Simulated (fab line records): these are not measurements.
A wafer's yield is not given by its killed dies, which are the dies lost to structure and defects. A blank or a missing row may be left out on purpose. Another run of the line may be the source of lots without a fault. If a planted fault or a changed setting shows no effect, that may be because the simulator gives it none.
fab line records ; flow nand_harc
record: lots: 5; wafers: 15; last_day: 30
route steps=1302 shown A_STAIRCASE@666 END@1302
lots that met no fault: from a run of the same line without faults
start_h: hours from the record's opening day to when the first of the lot's shown wafers began ; wait_h: hours elapsed since this lot's preceding step ; " the same as in the row above ; L1.1+2: a row that stands for several wafers ; - no value, or no start given ; * or withheld: withheld ; < > ~ a bound
route shown NAME@n: a module of which the file shows steps, and the number in the route of the first ; usual: average and standard deviation across the fault-free wafers ; same: alike in all rows ; chamber/n: place in a boat ; sites: each site's reading ; _std_site: the standard deviation of these ; _edge_site: mean of outer sites minus mean of inner sites ; radius_mm: for every site, how far away it sits from the centre of the wafer ; mask NAME#n: copy n ; behind: the most recent tool/chamber to have shaped the wafer ; hold: reason for holding the lot/hours on hold/outcome of the hold ; device: whichever transistor did not switch (one of n, p or np) ; end of line: the route-end tests of the same wafers ; a step without rows: its recipe alone ; killed: dies that structure and defects cost at the first sort, which is not the same as the wafer's yield ; map: per-die view of a wafer (x killed, . not killed, _ where there is no die)
set.NAME: the setting as run; set.NAME@STEP: as run at that earlier step ; model.NAME: the simulator's own value behind a step, which no gauge read
lots at selected steps of the route; one table per step, one row per wafer
services: a tool's chamber out of use, with start hour (start_h, from the record's first day; less than 0 if before it), hours out, and reason
== steps ==
step: NHARC_A_STAIRCASE_HARDBAKE_10
recipe: temp_c: 120; time_s: 140
step: NHARC_A_STAIRCASE_DESCUM_11
recipe: time_s: 3; o2_flow_sccm: 200; ar_flow_sccm: 0; bias_power_w: 0; chemistry: O2
step: NHARC_A_STAIRCASE_TRIM_12
recipe: time_s: 211.2; o2_flow_sccm: 500; ar_flow_sccm: 0; bias_w: 0; chemistry: O2
step: NHARC_A_STAIRCASE_ETCH_13
recipe: target_depth_a: 1000; time_s: 40.5; ion_energy_ev: 400; c4f8_flow_sccm: 20; o2_flow_sccm: 10; ar_flow_sccm: withheld; rf_w: 600; bias_w: 1000; chemistry: C4F8/O2
step: NHARC_A_STAIRCASE_TRIM_14
recipe: time_s: 211.2; o2_flow_sccm: 500; ar_flow_sccm: 0; bias_w: 0; chemistry: O2
step: NHARC_A_STAIRCASE_ETCH_15
recipe: target_depth_a: 1000; time_s: 40.5; ion_energy_ev: 400; c4f8_flow_sccm: 20; o2_flow_sccm: 10; ar_flow_sccm: withheld; rf_w: 600; bias_w: 1000; chemistry: C4F8/O2
step: NHARC_A_STAIRCASE_TRIM_16
recipe: time_s: 211.2; o2_flow_sccm: 500; ar_flow_sccm: 0; bias_w: 0; chemistry: O2
step: NHARC_A_STAIRCASE_ETCH_17
recipe: target_depth_a: 1000; time_s: 40.5; ion_energy_ev: 400; c4f8_flow_sccm: 20; o2_flow_sccm: 10; ar_flow_sccm: withheld; rf_w: 600; bias_w: 1000; chemistry: C4F8/O2
step: NHARC_A_STAIRCASE_TRIM_18
recipe: time_s: 211.2; o2_flow_sccm: 500; ar_flow_sccm: 0; bias_w: 0; chemistry: O2
step: NHARC_A_STAIRCASE_ETCH_19
recipe: target_depth_a: 1000; time_s: 40.5; ion_energy_ev: 400; c4f8_flow_sccm: 20; o2_flow_sccm: 10; ar_flow_sccm: withheld; rf_w: 600; bias_w: 1000; chemistry: C4F8/O2
step: NHARC_A_STAIRCASE_TRIM_20
recipe: time_s: 211.2; o2_flow_sccm: 500; ar_flow_sccm: 0; bias_w: 0; chemistry: O2
step: NHARC_A_STAIRCASE_ETCH_21
recipe: target_depth_a: 1000; time_s: 40.5; ion_energy_ev: 400; c4f8_flow_sccm: 20; o2_flow_sccm: 10; ar_flow_sccm: withheld; rf_w: 600; bias_w: 1000; chemistry: C4F8/O2
usual: oes_product_au: 0.952/0.018; rf_fwd_power_W: 592.7/2.7; rf_vpp_V: 894/4.6
lot.wafer;tool;chamber;start_h;wait_h;oes_product_au;rf_fwd_power_W;rf_hours_counter_h;rf_vpp_V
L802.2;rie_diel-12;3;408.41;-;0.931;588.8;44;890
L802.6;rie_diel-12;1;408.41;-;0.932;588.6;-;896
L802.5;rie_diel-12;2;408.41;-;0.946;594.0;-;897
L803.4;rie_diel-03;1;411.43;-;0.941;592.7;40;898
L803.2;rie_diel-03;3;411.43;-;0.960;593.8;35;887
L803.6;rie_diel-03;0;411.43;-;0.980;594.0;-;899
L811.2;rie_diel-12;2;502.07;-;0.941;593.1;17;896
L811.4;rie_diel-12;2;502.07;-;0.938;593.3;-;897
L811.6;rie_diel-12;3;502.07;-;0.944;587.2;-;888
L810.3;rie_diel-12;3;503.05;-;0.947;588.1;19;887
L810.2;rie_diel-12;1;503.05;-;0.928;594.6;18;897
L810.4;rie_diel-12;3;503.05;-;0.940;590.4;-;888
L814.1;rie_diel-05;3;525.46;-;0.924;592.2;31;898
L814.3;rie_diel-05;0;525.46;-;0.943;596.5;33;894
L814.6;rie_diel-05;0;525.46;-;0.956;599.0;-;894
step: NHARC_A_STAIRCASE_TRIM_22
recipe: time_s: 211.2; o2_flow_sccm: 500; ar_flow_sccm: 0; bias_w: 0; chemistry: O2
usual: drypump_motor_current_A: 5.9/0.37; oes_product_au: 0.999/0.0096; rf_vpp_V: 57.8/0.85; showerhead_plenum_p_Torr: 3.48/0.12; throttle_valve_pct: 17.036/0.0084
lot.wafer;tool;chamber;start_h;wait_h;drypump_motor_current_A;oes_product_au;rf_hours_counter_h;rf_vpp_V;showerhead_plenum_p_Torr;throttle_valve_pct
L802.2;rie_diel-12;1;-;-;6.2;0.993;35;57.4;3.56;17.030
L802.6;rie_diel-12;1;-;-;6.2;0.997;-;58.7;3.56;17.039
L802.5;rie_diel-12;2;-;-;5.6;0.994;-;56.3;3.56;17.049
L803.4;rie_diel-03;3;-;-;5.9;0.992;35;57.2;3.28;17.042
L803.2;rie_diel-03;0;-;-;6.5;1.009;33;57.4;3.65;17.040
L803.6;rie_diel-03;0;-;-;6.6;1.009;-;58.7;3.65;17.037
L811.2;rie_diel-12;1;-;-;6.2;0.990;17;59.0;3.54;17.025
L811.6;rie_diel-12;1;-;-;6.2;0.989;-;58.1;3.54;17.042
L811.4;rie_diel-12;2;-;-;5.6;0.989;-;57.4;3.54;17.039
L810.3;rie_diel-12;2;-;-;5.6;0.999;17;57.7;3.54;17.050
L810.2;rie_diel-12;3;-;-;6.1;0.999;19;57.2;3.31;17.044
L810.4;rie_diel-12;2;-;-;5.6;0.997;-;58.4;3.54;17.041
L814.3;rie_diel-05;1;-;-;6.1;0.993;37;57.0;3.30;17.039
L814.1;rie_diel-05;3;-;-;5.7;0.996;31;56.2;3.61;17.044
L814.6;rie_diel-05;1;-;-;6.1;0.990;-;57.8;3.30;17.041
step: NHARC_A_STAIRCASE_ETCH_23
recipe: target_depth_a: 1000; time_s: 40.5; ion_energy_ev: 400; c4f8_flow_sccm: 20; o2_flow_sccm: 10; ar_flow_sccm: withheld; rf_w: 600; bias_w: 1000; chemistry: C4F8/O2
usual: oes_product_au: 0.946/0.012; rf_fwd_power_W: 592.6/2.6; rf_vpp_V: 894/4.3
lot.wafer;tool;chamber;start_h;wait_h;oes_product_au;rf_fwd_power_W;rf_hours_counter_h;rf_vpp_V
L802.2;rie_diel-12;3;-;-;0.935;588.7;45;888
L802.6;rie_diel-12;1;-;-;0.940;592.2;-;897
L802.5;rie_diel-12;2;-;-;0.949;593.2;-;898
L803.2;rie_diel-03;2;-;-;0.942;587.4;38;894
L803.4;rie_diel-03;0;-;-;0.939;587.1;34;901
L803.6;rie_diel-03;2;-;-;0.948;591.1;-;896
L811.2;rie_diel-12;1;-;-;0.954;593.7;17;897
L811.6;rie_diel-12;2;-;-;0.931;590.6;-;897
L811.4;rie_diel-12;1;-;-;0.936;592.8;-;897
L810.2;rie_diel-12;1;-;-;0.937;594.0;18;897
L810.3;rie_diel-12;2;-;-;0.924;590.9;18;897
L810.4;rie_diel-12;1;-;-;0.948;592.5;-;897
L814.3;rie_diel-05;2;-;-;0.919;591.9;26;894
L814.1;rie_diel-05;0;-;-;0.964;597.5;33;893
L814.6;rie_diel-05;2;-;-;0.933;595.7;-;894
step: NHARC_A_STAIRCASE_TRIM_24
recipe: time_s: 211.2; o2_flow_sccm: 500; ar_flow_sccm: 0; bias_w: 0; chemistry: O2
usual: drypump_motor_current_A: 5.9/0.37; oes_product_au: 1.000/0.0097; rf_vpp_V: 57.7/0.85; showerhead_plenum_p_Torr: 3.49/0.12; throttle_valve_pct: 17.036/0.0087
lot.wafer;tool;chamber;start_h;wait_h;drypump_motor_current_A;oes_product_au;rf_hours_counter_h;rf_vpp_V;showerhead_plenum_p_Torr;throttle_valve_pct
L802.2;rie_diel-12;1;-;-;6.2;0.990;35;56.5;3.56;17.027
L802.5;rie_diel-12;2;-;-;5.6;1.005;-;55.3;3.56;17.025
L802.6;rie_diel-12;3;-;-;6.1;1.003;-;57.5;3.33;17.039
L803.2;rie_diel-03;1;-;-;5.7;1.011;40;57.6;3.58;17.018
L803.4;rie_diel-03;3;-;-;5.9;0.995;35;57.0;3.28;17.027
L803.6;rie_diel-03;0;-;-;6.6;1.016;-;59.4;3.65;17.047
L811.2;rie_diel-12;1;-;-;6.2;0.994;17;59.2;3.54;17.031
L811.6;rie_diel-12;1;-;-;6.2;0.991;-;58.4;3.54;17.044
L811.4;rie_diel-12;3;-;-;6.1;1.000;-;57.6;3.31;17.050
L810.3;rie_diel-12;3;-;-;6.1;1.004;19;57.1;3.31;17.036
L810.2;rie_diel-12;2;-;-;5.6;0.995;18;59.1;3.54;17.033
L810.4;rie_diel-12;1;-;-;6.2;1.005;-;57.8;3.54;17.033
L814.1;rie_diel-05;3;-;-;5.7;0.982;31;57.9;3.61;17.030
L814.3;rie_diel-05;0;-;-;5.7;1.013;33;57.7;3.48;17.028
L814.6;rie_diel-05;1;-;-;6.1;0.998;-;57.9;3.30;17.032
step: NHARC_A_STAIRCASE_ETCH_25
recipe: target_depth_a: 1000; time_s: 40.5; ion_energy_ev: 400; c4f8_flow_sccm: 20; o2_flow_sccm: 10; ar_flow_sccm: withheld; rf_w: 600; bias_w: 1000; chemistry: C4F8/O2
step: NHARC_A_STAIRCASE_TRIM_26
recipe: time_s: 211.2; o2_flow_sccm: 500; ar_flow_sccm: 0; bias_w: 0; chemistry: O2
usual: drypump_motor_current_A: 5.9/0.37; oes_product_au: 0.999/0.0089; rf_vpp_V: 57.7/0.94; showerhead_plenum_p_Torr: 3.49/0.12; throttle_valve_pct: 17.036/0.0094
lot.wafer;tool;chamber;start_h;wait_h;drypump_motor_current_A;oes_product_au;rf_hours_counter_h;rf_vpp_V;showerhead_plenum_p_Torr;throttle_valve_pct
L802.2;rie_diel-12;0;-;-;6.2;1.014;38;55.1;3.41;17.051
L802.6;rie_diel-12;2;-;-;5.6;1.000;-;58.9;3.56;17.028
L802.5;rie_diel-12;3;-;-;6.1;0.983;-;56.3;3.33;17.029
L803.2;rie_diel-03;2;-;-;5.0;1.009;39;58.3;3.53;17.048
L803.4;rie_diel-03;3;-;-;5.9;0.994;36;57.2;3.28;17.024
L803.6;rie_diel-03;1;-;-;5.7;1.005;-;57.4;3.58;17.025
L811.2;rie_diel-12;1;-;-;6.2;0.993;17;58.7;3.54;17.041
L811.6;rie_diel-12;1;-;-;6.2;1.004;-;58.4;3.54;17.046
L811.4;rie_diel-12;2;-;-;5.6;0.995;-;58.3;3.54;17.045
L810.3;rie_diel-12;1;-;-;6.2;0.992;18;56.1;3.54;17.036
L810.2;rie_diel-12;2;-;-;5.6;1.004;18;59.2;3.54;17.023
L810.4;rie_diel-12;2;-;-;5.6;0.994;-;58.7;3.54;17.021
L814.1;rie_diel-05;1;-;-;6.2;0.992;38;58.0;3.30;17.038
L814.3;rie_diel-05;2;-;-;5.4;0.988;26;57.9;3.50;17.026
L814.6;rie_diel-05;0;-;-;5.7;1.016;-;59.1;3.48;17.033
step: NHARC_A_STAIRCASE_ETCH_27
recipe: target_depth_a: 1000; time_s: 40.5; ion_energy_ev: 400; c4f8_flow_sccm: 20; o2_flow_sccm: 10; ar_flow_sccm: withheld; rf_w: 600; bias_w: 1000; chemistry: C4F8/O2
step: NHARC_A_STAIRCASE_STRIP_175
recipe: power_w: 1500; temp_c: 250; chemistry: O2
step: NHARC_A_STAIRCASE_STRIP_148
recipe: time_s: 900; temp_c: 130; chemistry: SPM
step: NHARC_A_STAIRCASE_PRECLEAN_149
recipe: time_s: *; temp_c: 50; bath_age_min: 0; chemistry: SC1
step: NHARC_A_STAIRCASE_SRD_150
step: NHARC_A_STAIRCASE_DEHYDRATE_176
recipe: temp_c: 150; time_s: 120
step: NHARC_A_STAIRCASE_HMDS_177
recipe: time_s: 30
step: NHARC_A_STAIRCASE_COAT_178
recipe: spin_rpm: 1200
step: NHARC_A_STAIRCASE_SOFTBAKE_179
recipe: temp_c: 135; time_s: 170
step: NHARC_A_STAIRCASE_EBR_180
step: NHARC_A_STAIRCASE_EXPOSE_181
recipe: na: 0.5; dose_mj: 27.87; mask_id: STAIR_2
step: NHARC_A_STAIRCASE_PEB_182
recipe: peb_temp_c: 115; peb_time_s: 130
step: NHARC_A_STAIRCASE_DEVELOP_183
recipe: time_s: 140
step: NHARC_A_STAIRCASE_HARDBAKE_185
recipe: temp_c: 120; time_s: 140
step: NHARC_A_STAIRCASE_DESCUM_186
recipe: time_s: 3; o2_flow_sccm: 200; ar_flow_sccm: 0; bias_power_w: 0; chemistry: O2
step: NHARC_A_STAIRCASE_TRIM_187
recipe: time_s: 211.2; o2_flow_sccm: 500; ar_flow_sccm: 0; bias_w: 0; chemistry: O2
step: NHARC_A_STAIRCASE_ETCH_188
recipe: target_depth_a: 1000; time_s: 40.5; ion_energy_ev: 400; c4f8_flow_sccm: 20; o2_flow_sccm: 10; ar_flow_sccm: withheld; rf_w: 600; bias_w: 1000; chemistry: C4F8/O2
step: NHARC_A_STAIRCASE_TRIM_189
recipe: time_s: 211.2; o2_flow_sccm: 500; ar_flow_sccm: 0; bias_w: 0; chemistry: O2
step: NHARC_A_STAIRCASE_ETCH_190
recipe: target_depth_a: 1000; time_s: 40.5; ion_energy_ev: 400; c4f8_flow_sccm: 20; o2_flow_sccm: 10; ar_flow_sccm: withheld; rf_w: 600; bias_w: 1000; chemistry: C4F8/O2
step: NHARC_A_STAIRCASE_TRIM_191
recipe: time_s: 211.2; o2_flow_sccm: 500; ar_flow_sccm: 0; bias_w: 0; chemistry: O2
usual: drypump_motor_current_A: 5.9/0.38; oes_product_au: 1.000/0.0096; rf_vpp_V: 57.5/0.8; showerhead_plenum_p_Torr: 3.47/0.12; throttle_valve_pct: 17.036/0.0097
lot.wafer;tool;chamber;start_h;wait_h;drypump_motor_current_A;oes_product_au;rf_hours_counter_h;rf_vpp_V;showerhead_plenum_p_Torr;throttle_valve_pct
L802.2;rie_diel-12;3;-;-;6.1;0.984;46;57.4;3.33;17.028
L802.5;rie_diel-12;2;-;-;5.7;0.997;-;57.9;3.56;17.042
L802.6;rie_diel-12;3;-;-;6.1;0.987;-;56.3;3.33;17.026
L803.2;rie_diel-12;2;-;-;5.6;0.996;50;58.6;3.55;17.026
L803.4;rie_diel-12;3;-;-;6.1;0.989;53;58.2;3.33;17.041
L803.6;rie_diel-12;2;-;-;5.6;0.994;-;56.6;3.55;17.032
L811.2;rie_diel-12;3;-;-;6.1;0.993;21;57.8;3.31;17.037
L811.4;rie_diel-12;0;-;-;6.2;1.007;19;58.9;3.39;17.036
L811.6;rie_diel-12;0;-;-;6.2;1.001;-;57.1;3.39;17.043
L810.3;rie_diel-05;2;-;-;5.4;1.007;21;58.2;3.50;17.028
L810.4;rie_diel-05;3;-;-;5.7;1.015;26;58.1;3.62;17.028
L810.2;rie_diel-05;1;-;-;6.1;0.990;32;57.0;3.30;17.051
L814.1;rie_diel-05;2;-;-;5.4;1.001;27;57.6;3.50;17.040
L814.3;rie_diel-05;3;-;-;5.7;0.991;31;57.2;3.61;17.033
L814.6;rie_diel-05;1;-;-;6.2;0.982;-;56.9;3.30;17.034
step: NHARC_A_STAIRCASE_ETCH_192
recipe: target_depth_a: 1000; time_s: 40.5; ion_energy_ev: 400; c4f8_flow_sccm: 20; o2_flow_sccm: 10; ar_flow_sccm: withheld; rf_w: 600; bias_w: 1000; chemistry: C4F8/O2
step: NHARC_A_STAIRCASE_TRIM_193
recipe: time_s: 211.2; o2_flow_sccm: 500; ar_flow_sccm: 0; bias_w: 0; chemistry: O2
step: NHARC_END_SORT_01
recipe: temp_c: 25
usual: killed_at_array: 65/19; killed_at_other: 0.9/1.1; killed_at_periphery: 3.5/2.3; killed_dies: 69/19; killed_open: 3.2/1.8; killed_short: 2.4/1.5
same: gross_dies: 677
lot.wafer;tool;chamber;start_h;wait_h;killed_at_array;killed_at_other;killed_at_periphery;killed_dies;killed_open;killed_short
L802.2;prober-01;0;628.10;2.8;30;2;4;36;3;1
L802.5;prober-01;0;630.48;3.7;42;0;1;43;4;3
L802.6;prober-01;0;631.28;4.0;32;2;3;37;2;2
L811.2;prober-01;0;705.76;2.8;67;1;2;70;1;3
L811.4;prober-01;0;707.35;3.4;82;0;2;84;2;1
L811.6;prober-01;0;708.95;4.0;73;1;1;75;1;4
L810.2;prober-02;0;715.55;2.8;39;1;3;43;1;0
L810.3;prober-02;0;716.36;3.1;143;1;6;150;2;3
L810.4;prober-02;0;717.17;3.4;149;0;4;153;2;5
killed by level:class
L802.2 A_CHANNEL_HOLE_D2:chamber_film_flake=13 A_CHANNEL_HOLE_D1:chamber_film_flake=8 A_STAIRCASE:chamber_film_flake=5 P_CONTACT:geometric_particle:open=2 P_STI:chamber_film_flake=2 THIN_TSV:chamber_film_flake=2 A_SOURCE_PLATE:geometric_particle:open=1 A_CHANNEL_HOLE_D2:geometric_particle:short=1
L802.5 A_CHANNEL_HOLE_D2:chamber_film_flake=21 A_CHANNEL_HOLE_D1:chamber_film_flake=5 A_WL_FILL:chamber_film_flake=4 A_STAIRCASE:chamber_film_flake=3 A_SLIT:chamber_film_flake=2 P_GATE:geometric_particle:open=1 A_SOURCE_PLATE:geometric_particle:short=1 A_ONON_D1:geometric_particle:short=1
L802.6 A_CHANNEL_HOLE_D2:chamber_film_flake=15 A_CHANNEL_HOLE_D1:chamber_film_flake=6 P_GATE:chamber_film_flake=2 A_STAIRCASE:chamber_film_flake=2 A_WL_FILL:chamber_film_flake=2 THIN_TSV:chamber_film_flake=2 A_ONON_D1:geometric_particle:short=1 A_CHANNEL_FILL_D2:geometric_particle:short=1
L811.2 A_SLIT:chamber_film_flake=33 A_CHANNEL_HOLE_D1:chamber_film_flake=27 A_DECK1_JOINT:chamber_film_flake=2 P_GATE:geometric_particle:short=1 P_CONTACT:geometric_particle:short=1 A_CHANNEL_FILL_D1:geometric_particle:short=1 A_M0:geometric_particle:open=1 A_CHANNEL_FILL_D2:chamber_film_flake=1
L811.4 A_CHANNEL_HOLE_D1:chamber_film_flake=37 A_SLIT:chamber_film_flake=35 A_WL_FILL:chamber_film_flake=3 A_ZERO_WELL:chamber_film_flake=2 P_CONTACT:geometric_particle:open=1 P_M0:geometric_particle:open=1 A_CHANNEL_HOLE_D2:geometric_particle:short=1 A_M1:chamber_film_flake=1
L811.6 A_CHANNEL_HOLE_D1:chamber_film_flake=34 A_SLIT:chamber_film_flake=30 A_CHANNEL_FILL_D1:geometric_particle:short=3 A_ZERO_WELL:chamber_film_flake=2 P_M1:geometric_particle:open=1 A_SGD_CUT:geometric_particle:short=1 A_CHANNEL_FILL_D1:chamber_film_flake=1 A_WL_FILL:chamber_film_flake=1
L810.2 A_CHANNEL_HOLE_D2:chamber_film_flake=18 A_SGD_CUT:chamber_film_flake=6 A_CHANNEL_HOLE_D1:chamber_film_flake=4 A_WL_FILL:chamber_film_flake=4 A_CHANNEL_FILL_D2:chamber_film_flake=2 A_CONTACT:chamber_film_flake=2 P_CONTACT:geometric_particle:open=1 P_ZERO_WELL:chamber_film_flake=1
L810.3 A_STAIRCASE:unspecified=94 A_CHANNEL_HOLE_D2:chamber_film_flake=24 P_GATE:chamber_film_flake=6 A_CHANNEL_HOLE_D1:chamber_film_flake=6 A_WL_FILL:chamber_film_flake=4 A_CONTACT:chamber_film_flake=4 A_SGD_CUT:chamber_film_flake=3 A_SOURCE_PLATE:geometric_particle:short=2
L810.4 A_STAIRCASE:unspecified=96 A_CHANNEL_HOLE_D2:chamber_film_flake=18 A_CHANNEL_HOLE_D1:chamber_film_flake=12 A_CONTACT:chamber_film_flake=6 A_SGD_CUT:chamber_film_flake=5 P_GATE:chamber_film_flake=4 A_WL_FILL:chamber_film_flake=3 A_SOURCE_PLATE:geometric_particle:short=1
map L810.4 (x killed, . not)
____________x____________
_________x......_________
_______..........._______
______.............______
_____..............._____
____.................____
____.................____
___...................___
___.............x.....___
__.....................__
__................x....__
_...x.....x.x..x........_
_..x..............x....._
_.........x..xx...x....._
_..x.....xxxxx.......x.._
_x..........x..x........_
....x.....x.xxxx.........
...x......x.x............
..........x.xx..x........
...x.....xxxx............
.......x...x..x..........
_...x.xxx...xx.........._
_..xx.x.xxx............._
_.x.xxxxxx.x.x.x........_
_...xxxxxxx.x..........._
_...xxxxxxxx............_
__xxxxxxxxxxxx.........__
__.xxxxxxxxx...x....x..__
___xxxxxxxxxx.........___
___xxxxxxxxx..x...x...___
____xxxxxxx..........____
____xxxxxxx.x........____
_____xxxxx.x........_____
______xxx..........______
_______.xx........_______
_________......._________
____________.____________
map L802.5 (x killed, . not)
____________.____________
_________......._________
_______.......x..._______
______........x....______
_____..............._____
____.................____
____.................____
___.................x.___
___..................x___
__.....................__
__...........x....x..x.__
_...x..................._
_........xx............._
_.........xx....x......._
_......x...xx.x..x......_
_...........x..........._
.........x.x.............
..........x....x.....x...
..........x.x.x..x.......
.........xx.xxx...xx.....
..........x.....x....x...
_......................._
_.....................x._
_......................._
_......................._
_....x.................._
__.....x...............__
__.....................__
___...................___
___...................___
____.................____
____.................____
_____..............._____
______.......x.....______
_______.x........._______
_________......._________
____________.____________
== services ==
tool;chamber;start_h;hours;kind
rie_diel-03;2;394.33;1.7;repair
rie_diel-03;0;400.29;7.5;repair
rie_diel-12;3;401.05;5.6;repair
rie_diel-12;0;403.41;-;clean
rie_diel-12;1;403.41;-;clean
rie_diel-12;2;403.41;-;clean
rie_diel-12;0;427.91;-;clean
rie_diel-12;1;427.91;-;clean
rie_diel-12;2;427.91;-;clean
rie_diel-12;3;427.91;-;clean
rie_diel-12;-;447.42;9.0;pm
rie_diel-12;0;447.42;9.0;vent_cycle
rie_diel-12;1;447.42;9.0;vent_cycle
rie_diel-12;2;447.42;9.0;vent_cycle
rie_diel-12;3;447.42;9.0;vent_cycle
rie_diel-03;2;453.37;4.3;repair
rie_diel-12;0;456.42;-;clean
rie_diel-12;1;456.42;-;clean
rie_diel-12;2;456.42;-;clean
rie_diel-12;3;456.42;-;clean
rie_diel-12;-;458.24;0.5;repair
rie_diel-03;-;459.55;9.0;pm
rie_diel-05;2;464.84;31.8;repair
rie_diel-03;1;502.74;20.3;repair
== key ==
first_sign: step: NHARC_END_SORT_01; reading: killed_dies; direction: up; sigmas: 4.3; usual: 69; struck: 152
effect: step: NHARC_END_SORT_01; reading: killed_at_array; direction: up; sigmas: 4.3; usual: 65; struck: 146
more_kills_born_at: NHARC_A_STAIRCASE_ETCH_21@rie_diel-12: 190
met_at NHARC_A_STAIRCASE_ETCH_21
struck_wafers L810.3,L810.4
tester_left_out L810
onset_between 502.07 503.05
fault: kind: chamber_particle_source; tool: rie_diel-12; chamber: 3; onset_h: 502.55; steps: NHARC_A_STAIRCASE_ETCH_21; rate_per_visit_cm2: 1.5784; end_h: 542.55
tester_left_out: of these lots the tester's yield and bins aren't shown, on N5 and GAA mostly nor the transistor test; their killed dies are dies lost to structure and defects alone, not to doping, threshold or leakage, so they don't give the yield
